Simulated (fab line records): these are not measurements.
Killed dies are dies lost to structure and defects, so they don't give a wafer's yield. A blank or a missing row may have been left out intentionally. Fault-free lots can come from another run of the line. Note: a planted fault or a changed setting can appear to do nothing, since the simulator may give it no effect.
Matching of chambers :: flow n5 finfet :: rie diel-06 running N5_BEOL_M0_SAQP_ETCH_73: 4 sister chambers
The step etches SiARC in CF4, target depth 19.5 nm, time 32.5 s. 14 wafers are shown with their chamber, then 7 later ones without.

## WAFERS PAIRED WITH THEIR CHAMBERS
wafer: L082.1
chamber: 3
showerhead plenum p Torr (Torr): 2.28
drypump motor current A (A): 5.44
throttle valve pct (%): 15.64

wafer: L082.2
chamber: 1
showerhead plenum p Torr (Torr): 2.05
drypump motor current A (A): 6.23
throttle valve pct (%): 15.47

wafer: L082.5
chamber: 2
showerhead plenum p Torr (Torr): 2.06
drypump motor current A (A): 6.04
throttle valve pct (%): 15.62

wafer: L083.1
chamber: 3
showerhead plenum p Torr (Torr): 2.28
drypump motor current A (A): 5.40
throttle valve pct (%): 15.66

wafer: L083.2
chamber: 1
showerhead plenum p Torr (Torr): 2.05
drypump motor current A (A): 6.27
throttle valve pct (%): 15.48

wafer: L083.5
chamber: 2
showerhead plenum p Torr (Torr): 2.06
drypump motor current A (A): 6.02
throttle valve pct (%): 15.60

wafer: L084.2
chamber: 0
showerhead plenum p Torr (Torr): 2.24
drypump motor current A (A): 5.91
throttle valve pct (%): 15.69

wafer: L084.4
chamber: 1
showerhead plenum p Torr (Torr): 2.04
drypump motor current A (A): 6.26
throttle valve pct (%): 15.47

wafer: L084.6
chamber: 1
showerhead plenum p Torr (Torr): 2.04
drypump motor current A (A): 6.25
throttle valve pct (%): 15.49

wafer: L087.4
chamber: 3
showerhead plenum p Torr (Torr): 2.28
drypump motor current A (A): 5.41
throttle valve pct (%): 15.68

wafer: L087.5
chamber: 3
showerhead plenum p Torr (Torr): 2.28
drypump motor current A (A): 5.40
throttle valve pct (%): 15.69

wafer: L087.6
chamber: 0
showerhead plenum p Torr (Torr): 2.24
drypump motor current A (A): 5.89
throttle valve pct (%): 15.68

wafer: L093.1
chamber: 0
showerhead plenum p Torr (Torr): 2.23
drypump motor current A (A): 5.88
throttle valve pct (%): 15.70

wafer: L093.3
chamber: 3
showerhead plenum p Torr (Torr): 2.27
drypump motor current A (A): 5.42
throttle valve pct (%): 15.70

SIGNATURES (averages over the wafers above)
reading: showerhead plenum p Torr
chamber 0: 2.2367
chamber 1: 2.0450
chamber 2: 2.0600
chamber 3: 2.2780
scatter within a chamber: 0.00497

reading: drypump motor current A
chamber 0: 5.8933
chamber 1: 6.2525
chamber 2: 6.0300
chamber 3: 5.4140
scatter within a chamber: 0.0163

reading: throttle valve pct
chamber 0: 15.6900
chamber 1: 15.4775
chamber 2: 15.6100
chamber 3: 15.6740
scatter within a chamber: 0.0173
Rule: for each reading, subtract the chamber's mean from the wafer's reading, divide by that reading's scatter and square the result; add these up over the readings and take the root, which gives the wafer's distance from the chamber. If the next closest chamber is less than 2 further off than the closest, the wafer can't be placed; otherwise it belongs to the closest. The scatter: take each reading less its chamber's mean, square it, sum over the shown wafers, divide by the number of wafers less the number of chambers, and take the root.

## WAFERS WHOSE CHAMBER IS MISSING
wafer: L093.5
showerhead plenum p Torr (Torr): 2.04
drypump motor current A (A): 6.26
throttle valve pct (%): 15.50

wafer: L095.1
showerhead plenum p Torr (Torr): 2.23
drypump motor current A (A): 5.92
throttle valve pct (%): 15.71

wafer: L095.5
showerhead plenum p Torr (Torr): 2.04
drypump motor current A (A): 6.24
throttle valve pct (%): 15.52

wafer: L095.6
showerhead plenum p Torr (Torr): 2.23
drypump motor current A (A): 5.90
throttle valve pct (%): 15.72

wafer: L097.1
showerhead plenum p Torr (Torr): 2.05
drypump motor current A (A): 6.01
throttle valve pct (%): 15.66

wafer: L097.3
showerhead plenum p Torr (Torr): 2.04
drypump motor current A (A): 6.26
throttle valve pct (%): 15.52

wafer: L097.5
showerhead plenum p Torr (Torr): 2.27
drypump motor current A (A): 5.38
throttle valve pct (%): 15.72

## WHICH CHAMBER EACH ONE RAN IN
wafer: L093.5
from the rows above: 1
in truth: 1

wafer: L095.1
from the rows above: 0
in truth: 0

wafer: L095.5
from the rows above: 1
in truth: 1

wafer: L095.6
from the rows above: 0
in truth: 0

wafer: L097.1
from the rows above: 2
in truth: 2

wafer: L097.3
from the rows above: 1
in truth: 1

wafer: L097.5
from the rows above: 3
in truth: 3
7 of 7 placed correctly. Left unplaced by these rows: 0. Number placed wrongly: 0.
